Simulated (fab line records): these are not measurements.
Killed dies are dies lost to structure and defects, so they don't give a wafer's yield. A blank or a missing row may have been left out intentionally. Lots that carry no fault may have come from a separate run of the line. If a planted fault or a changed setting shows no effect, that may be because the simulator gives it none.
Chamber matching	flow n5-finfet	N5_BEOL_M4_DEP_57 on pecvd-02: 3 sister chambers
The step deposits SiCN from 3MS/NH3, target thk 8 nm, time 14 s. 6 wafers are shown with their chamber, then 7 later ones without.

## WAFERS WITH THEIR CHAMBER
wafer	chamber	showerhead-plenum-p-Torr (Torr)	throttle-valve-pct (%)
L080.6	0	3.691	8.8
L081.4	1	3.658	9.0
L081.5	2	3.678	9.1
L081.6	0	3.680	9.0
L082.2	1	3.653	8.9
L082.3	2	3.688	9.4

## WAFERS MISSING THEIR CHAMBER
wafer	showerhead-plenum-p-Torr (Torr)	throttle-valve-pct (%)
L082.6	3.656	9.1
L087.2	3.688	8.6
L087.3	3.683	9.2
L087.6	3.685	8.6
L095.1	3.689	8.7
L095.2	3.673	9.5
L095.4	3.680	9.4

## WHICH CHAMBER EACH WENT THROUGH
wafer	from the rows above	in truth
L082.6	1	1
L087.2	0	0
L087.3	can't be placed: 2 or 0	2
L087.6	0	0
L095.1	0	0
L095.2	2	2
L095.4	2	2
Placed correctly: 6 of 7. Can't be placed from these rows: 1 (the true chamber is among the candidates in 1). 0 placed wrongly.
How it was worked out, from the rows above alone: a wafer's distance from a chamber is the root of the sum, over the readings, of the square of ((its reading less the chamber's mean) divided by the reading's scatter). The wafer belongs to the nearest chamber; if the next one is less than 2 further off, it can't be placed. Each chamber's mean is taken over the wafers shown for it. The scatter: take each reading less its chamber's mean, square it, sum over the shown wafers, divide by the number of wafers less the number of chambers, and take the root.
